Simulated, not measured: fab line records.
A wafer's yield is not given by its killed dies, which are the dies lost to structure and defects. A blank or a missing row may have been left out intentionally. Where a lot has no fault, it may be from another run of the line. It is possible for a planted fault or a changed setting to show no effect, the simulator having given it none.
Chamber matching | flow n5Finfet | N5_SD_EPI_N_ETCH_45 on rieDiel-06: 4 sister chambers
The step etches SiOCN in CH3F/O2, target depth 6 nm. 22 wafers are shown with their chamber, then 11 later ones without.

## EACH WAFER AND ITS CHAMBER
wafer  | chamber | showerheadPlenumPTorr (Torr) | throttleValvePct (%) | drypumpMotorCurrentA (A)
L075.1 | 0       | 2.07                         | 23.53                | 5.1
L075.3 | 3       | 1.94                         | 22.91                | 4.9
L075.5 | 3       | 1.94                         | 22.90                | 4.9
L076.1 | 3       | 1.94                         | 22.92                | 4.9
L076.4 | 1       | 2.03                         | 23.33                | 5.4
L076.6 | 3       | 1.94                         | 22.94                | 4.9
L077.2 | 2       | 1.93                         | 23.32                | 5.2
L077.5 | 1       | 2.03                         | 23.35                | 5.4
L077.6 | 0       | 2.07                         | 23.51                | 5.0
L079.1 | 1       | 2.03                         | 23.35                | 5.3
L079.2 | 0       | 2.07                         | 23.51                | 5.0
L079.5 | 0       | 2.07                         | 23.54                | 5.0
L080.2 | 3       | 1.94                         | 22.95                | 4.9
L080.3 | 1       | 2.03                         | 23.36                | 5.4
L080.4 | 0       | 2.07                         | 23.52                | 5.0
L082.1 | 1       | 2.03                         | 23.36                | 5.4
L082.3 | 2       | 1.93                         | 23.33                | 5.2
L082.6 | 1       | 2.03                         | 23.35                | 5.3
L085.1 | 1       | 2.03                         | 23.37                | 5.4
L085.4 | 2       | 1.93                         | 23.34                | 5.2
L085.5 | 3       | 1.93                         | 22.92                | 4.9
L086.2 | 3       | 1.93                         | 22.95                | 4.9

SIGNATURES, as means of the wafers listed above
reading               | chamber 0 | chamber 1 | chamber 2 | chamber 3 | scatter within a chamber
showerheadPlenumPTorr | 2.0700    | 2.0300    | 1.9300    | 1.9371    | 0.00282
throttleValvePct      | 23.5220   | 23.3529   | 23.3300   | 22.9271   | 0.0152
drypumpMotorCurrentA  | 5.020     | 5.371     | 5.200     | 4.900     | 0.0352
Rule: a wafer lies at a distance from a chamber equal to the root of the sum of squares, over the readings, of (its reading less the chamber's mean, divided by the reading's scatter). If the next closest chamber is less than 2 further off than the closest, the wafer can't be placed; otherwise it belongs to the closest. The scatter: the root of (the sum of the squares of (reading less its chamber's mean) over the shown wafers, divided by (wafers less chambers)).

## WAFERS WITH NO CHAMBER GIVEN
wafer  | showerheadPlenumPTorr (Torr) | throttleValvePct (%) | drypumpMotorCurrentA (A)
L086.4 | 1.93                         | 23.34                | 5.2
L086.6 | 1.93                         | 23.35                | 5.2
L090.2 | 2.03                         | 23.39                | 5.3
L090.3 | 1.92                         | 23.35                | 5.2
L090.4 | 2.06                         | 23.53                | 5.0
L091.3 | 2.02                         | 23.39                | 5.3
L091.4 | 2.06                         | 23.57                | 5.1
L091.6 | 1.92                         | 23.36                | 5.2
L094.2 | 1.93                         | 22.96                | 4.9
L094.3 | 1.92                         | 23.35                | 5.2
L094.4 | 2.02                         | 23.40                | 5.4

## WHICH CHAMBER EACH WENT THROUGH
wafer  | from the rows above | in truth
L086.4 | 2                   | 2
L086.6 | 2                   | 2
L090.2 | 1                   | 1
L090.3 | 2                   | 2
L090.4 | 0                   | 0
L091.3 | 1                   | 1
L091.4 | 0                   | 0
L091.6 | 2                   | 2
L094.2 | 3                   | 3
L094.3 | 2                   | 2
L094.4 | 1                   | 1
Correctly placed: 11 of 11. From these rows, 0 cannot be placed. 0 placed wrongly.
